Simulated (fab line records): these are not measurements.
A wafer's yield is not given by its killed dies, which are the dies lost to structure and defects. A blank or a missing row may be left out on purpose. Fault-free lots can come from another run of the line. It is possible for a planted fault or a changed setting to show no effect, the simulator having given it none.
2 desks, one fault ; flow nandHarc ; numbers are kept per desk, each desk with only its own; the story behind them comes last

FROM THE METROLOGY DESK
What the gauges read, lot by lot, whatever tool the lot ran on: means of the sampled wafers that have a number. If a lot's mean is further than 4 standard deviations from the usual mean, the lot is out of limits and carries the mark OUT (the distance appears in the brackets).
Columns: A = cdNm at NHARC_P_STI_CD_MEAS_16, usual 198.7 nm
lot;first seen here;A
L205;day 3 05:30;199.1
L207;day 4 00:59;198.1
L208;day 4 14:05;196.7
L209;day 4 22:07;198.7
L212;day 6 05:17;199.0
L213;day 6 12:44;201.5
L214;day 7 00:23;199.8
L216;day 7 18:58;197.1
L217;day 8 06:10;195.8
L223;day 10 18:21;198.6
L224;day 11 04:40;200.3
L226;day 12 00:50;198.4
This desk's verdict: no lot among the 12 shows anything out of limits.

FOR THE TOOL OWNER'S DESK: arfiScanner-01
The tool's own readings at NHARC_P_GATE_EXPOSE_23 (exposes mask P GATE, target cd 120 nm): means of the sampled wafers that have a number, for each lot that ran on this tool. If a lot's mean is further than 4 standard deviations from the usual mean, the lot is out of limits and carries the mark OUT (the distance appears in the brackets).
Columns: A = exposureDoseMJCm2 at NHARC_P_GATE_EXPOSE_23, usual 93.89
lot;first seen here;A
L209;day 7 00:09;93.94
L216;day 10 02:34;93.96
L223;day 13 02:35;90.80 (-33) OUT
L224;day 13 08:44;90.72 (-33) OUT
This desk's finding: out of limits on L223, L224; first on L223, day 13 02:35 (exposureDoseMJCm2 at NHARC_P_GATE_EXPOSE_23). L209, L216 stayed within limits.

ALL TOGETHER
An alarm could have come from the tool owner's desk at day 13 02:35, on L223, L224.
Nothing out of limits was seen by the metrology desk.
The metrology desk holds a record of L223, L224, inside its limits.
All the named lots went through NHARC_P_GATE_EXPOSE_23 on arfiScanner-01.

WHAT THE SIMULATOR HAD PUT IN
Drift in process parameters on arfiScanner-01 at NHARC_P_GATE_EXPOSE_23, starting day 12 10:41. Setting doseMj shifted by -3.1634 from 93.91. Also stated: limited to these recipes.
Shown lots that were struck: L223, L224.
Each desk's first reading out of limits, in hours after the fault started: the tool owner's desk, 16.
